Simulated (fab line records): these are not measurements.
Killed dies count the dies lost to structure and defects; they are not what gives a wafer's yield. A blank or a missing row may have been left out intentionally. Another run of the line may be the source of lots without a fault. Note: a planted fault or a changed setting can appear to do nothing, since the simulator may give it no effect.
Chamber matching / flow n5-finfet / N5_BEOL_M1_DESCUM_33 on rie-diel-06: 4 sister chambers
The step chemistry O2, time 7 s. 4 wafers are shown with their chamber, then 9 later ones without.

## WAFERS, EACH WITH ITS CHAMBER
wafer=L080.5; chamber=1; showerhead-plenum-p-Torr (Torr)=2.14
wafer=L089.1; chamber=0; showerhead-plenum-p-Torr (Torr)=2.06
wafer=L089.2; chamber=3; showerhead-plenum-p-Torr (Torr)=2.21
wafer=L089.4; chamber=2; showerhead-plenum-p-Torr (Torr)=2.13

## WAFERS WITHOUT THEIR CHAMBER
wafer=L090.2; showerhead-plenum-p-Torr (Torr)=2.13
wafer=L090.3; showerhead-plenum-p-Torr (Torr)=2.13
wafer=L090.5; showerhead-plenum-p-Torr (Torr)=2.13
wafer=L091.1; showerhead-plenum-p-Torr (Torr)=2.06
wafer=L091.3; showerhead-plenum-p-Torr (Torr)=2.13
wafer=L091.6; showerhead-plenum-p-Torr (Torr)=2.06
wafer=L096.1; showerhead-plenum-p-Torr (Torr)=2.20
wafer=L096.2; showerhead-plenum-p-Torr (Torr)=2.13
wafer=L096.6; showerhead-plenum-p-Torr (Torr)=2.06

## EACH ONE'S CHAMBER
wafer=L090.2; from the rows above=2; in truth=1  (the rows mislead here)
wafer=L090.3; from the rows above=2; in truth=2
wafer=L090.5; from the rows above=2; in truth=2
wafer=L091.1; from the rows above=0; in truth=0
wafer=L091.3; from the rows above=2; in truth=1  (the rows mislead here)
wafer=L091.6; from the rows above=0; in truth=0
wafer=L096.1; from the rows above=3; in truth=3
wafer=L096.2; from the rows above=2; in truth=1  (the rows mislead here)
wafer=L096.6; from the rows above=0; in truth=0
Placed correctly: 6 of 9. Left unplaced by these rows: 0. 3 placed wrongly.
How it was worked out, from the rows above alone: a wafer's distance from a chamber is the root of the sum, over the readings, of the square of ((its reading less the chamber's mean) divided by the reading's scatter). The wafer belongs to the nearest chamber; if the next one is less than 2 further off, it can't be placed. The mean given for a chamber averages the wafers shown for that chamber. The scatter: root of mean squared gap, hidden wafer to nearest shown wafer, with one shown wafer a chamber.
